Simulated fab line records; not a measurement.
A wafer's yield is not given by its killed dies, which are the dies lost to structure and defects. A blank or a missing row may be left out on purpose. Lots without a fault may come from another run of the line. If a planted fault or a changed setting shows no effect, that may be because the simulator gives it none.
Chamber matching	flow n5Finfet	N5_BEOL_M1_ETCH_69 on rieDiel-03: 3 sister chambers
The step etches SiARC in CF4, target depth 15.6 nm, time 26 s. 22 wafers are shown with their chamber, then 9 later ones without.

== WAFERS PAIRED WITH THEIR CHAMBERS ==
wafer	chamber	drypumpMotorCurrentA (A)	showerheadPlenumPTorr (Torr)	throttleValvePct (%)
L074.3	3	6.3	2.25	15.65
L074.4	2	5.7	2.17	15.55
L074.5	3	6.3	2.25	15.65
L076.1	0	5.4	2.15	16.05
L076.2	2	5.7	2.17	15.54
L076.4	0	5.4	2.15	16.04
L080.2	2	5.7	2.17	15.55
L080.4	3	6.3	2.25	15.66
L080.5	2	5.7	2.17	15.54
L081.2	3	6.3	2.25	15.67
L081.5	3	6.3	2.25	15.66
L081.6	2	5.7	2.17	15.54
L086.1	3	6.3	2.25	15.69
L086.4	0	5.4	2.14	16.06
L086.6	3	6.3	2.25	15.67
L087.1	3	6.3	2.25	15.69
L087.2	0	5.4	2.14	16.08
L087.3	2	5.7	2.16	15.57
L088.1	3	6.3	2.25	15.70
L088.3	2	5.6	2.16	15.59
L088.4	0	5.4	2.14	16.08
L090.1	0	5.4	2.14	16.08

SIGNATURES, as means of the wafers listed above
reading	chamber 0	chamber 2	chamber 3	scatter within a chamber
drypumpMotorCurrentA	5.400	5.686	6.300	0.0212
showerheadPlenumPTorr	2.1433	2.1671	2.2500	0.00381
throttleValvePct	16.0650	15.5543	15.6711	0.0184
Rule: a wafer lies at a distance from a chamber equal to the root of the sum of squares, over the readings, of (its reading less the chamber's mean, divided by the reading's scatter). The wafer belongs to the nearest chamber; if the next one is less than 2 further off, it can't be placed. The scatter: the root of (the sum of the squares of (reading less its chamber's mean) over the shown wafers, divided by (wafers less chambers)).

== WAFERS MISSING THEIR CHAMBER ==
wafer	drypumpMotorCurrentA (A)	showerheadPlenumPTorr (Torr)	throttleValvePct (%)
L090.2	6.3	2.25	15.69
L090.3	5.7	2.16	15.60
L093.1	5.4	2.14	16.09
L093.6	6.3	2.24	15.71
L094.2	5.7	2.16	15.61
L094.3	5.4	2.14	16.11
L094.6	5.7	2.16	15.60
L097.2	5.4	2.13	16.12
L097.5	5.7	2.16	15.60

== EACH ONE'S CHAMBER ==
wafer	from the rows above	in truth
L090.2	3	3
L090.3	2	2
L093.1	0	0
L093.6	3	3
L094.2	2	2
L094.3	0	0
L094.6	2	2
L097.2	0	0
L097.5	2	2
9 of 9 placed correctly. From these rows, 0 cannot be placed. Placed wrongly: 0.
